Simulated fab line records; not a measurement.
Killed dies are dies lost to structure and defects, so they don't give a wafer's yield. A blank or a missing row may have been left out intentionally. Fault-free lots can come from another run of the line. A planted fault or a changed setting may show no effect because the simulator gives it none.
Problem report, 8D (eight disciplines) form, completed by code || flow nand-harc || the parts of the form that need people (team, actions taken, sign-off) are left out

1. THE PROBLEM
At NHARC_END_SORT_01, killed-at-array averages 108 over 6 wafers from 2 lots, while fault-free wafers read 28, standard deviation 11. That is +7.3 standard deviations from the usual mean.
First observed at day 23 20:22: wafer L668.1, on prober-02. The record holds 6 wafers of 2 lots with a number at this step. Rule for "out" (also "out of limits"): further than 4 standard deviations from the usual mean. All remaining wafers that have a number are taken as sound.

2. WHAT IT IS, WHAT IT ISN'T
{"question": "which readings at this step", "is": "killed-at-array, killed-dies", "is not": "killed-at-other, killed-at-periphery, killed-open, killed-short"}
{"question": "which lots", "is": "L665, L668", "is not": "-"}
{"question": "which wafers of those lots", "is": "all that have a number", "is not": "-"}
{"question": "read on which gauges", "is": "prober-01, prober-02", "is not": "-"}
{"question": "when", "is": "from day 23 20:22", "is not": "up to then (0 sound wafers)"}

3. SUSPECTS, AND WHAT RULES EACH OUT
Counting: a tool at any process step up to the reading remains a suspect when it ran all the lots that are out and ran no sound lot after the first of those.
- the gauge at NHARC_END_SORT_01 is ruled out. 2 gauges (prober-01, prober-02) read the wafers that are out.
- acl-dep-01 at NHARC_A_STAIRCASE_HM_DEP_462 (deposits aC, target thk 800 nm): kept. It ran every lot that is out, first L668 (day 15 18:34), and no sound lot after that.
- rie-diel-13 at NHARC_A_BONDPAD_STRIP_15 (strips in O2): kept. It ran every lot that is out, first L668 (day 22 13:04), and no sound lot after that.
- plasma-asher-01 at NHARC_THIN_TSV_STRIP_45 (strips in O2): kept. It ran every lot that is out, first L668 (day 23 06:20), and no sound lot after that.
After the count, these remain: acl-dep-01 at NHARC_A_STAIRCASE_HM_DEP_462, rie-diel-13 at NHARC_A_BONDPAD_STRIP_15 and plasma-asher-01 at NHARC_THIN_TSV_STRIP_45.

4. THE CAUSE (what the simulator had put in)
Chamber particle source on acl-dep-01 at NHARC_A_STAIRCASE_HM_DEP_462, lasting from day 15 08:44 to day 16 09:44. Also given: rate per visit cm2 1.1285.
After counting, 3 suspects remain, this tool included.

5. THE CHAIN OF EFFECTS, in route order
One row per reading whose mean, taken over the struck wafers that have a number, lies over 3 standard deviations from the usual. Readings are gone through only where the record gives a usual standard deviation; hours: the median, over the lots, of the time from a lot's start at the first step in this table giving one to that lot's start at this step; sigmas: the change measured in usual standard deviations.
{"hours": 0, "step": "NHARC_END_SORT_01", "reading": "killed-at-array", "usual": 28, "on struck wafers": 108, "change": "+80", "sigmas": "+7.3"}
{"hours": 0, "step": "NHARC_END_SORT_01", "reading": "killed-dies", "usual": 32, "on struck wafers": 110, "change": "+78", "sigmas": "+6.5"}

6. WHAT WOULD HAVE CAUGHT IT SOONER
204 hours passed between the start of the fault at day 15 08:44 and the first reading out of limits at a measuring or inspecting step in this record, taken at day 23 20:22.
Of the tool readings at NHARC_A_STAIRCASE_HM_DEP_462 for which the record gives a usual standard deviation, none was out on any struck wafer, so an alarm limit of 4 standard deviations on them would not have fired.
By day 23 20:22 the whole set of lots that are out, 2 in number, had already begun NHARC_A_STAIRCASE_HM_DEP_462 on acl-dep-01. Tool hold at that time: it would have spared none of them.
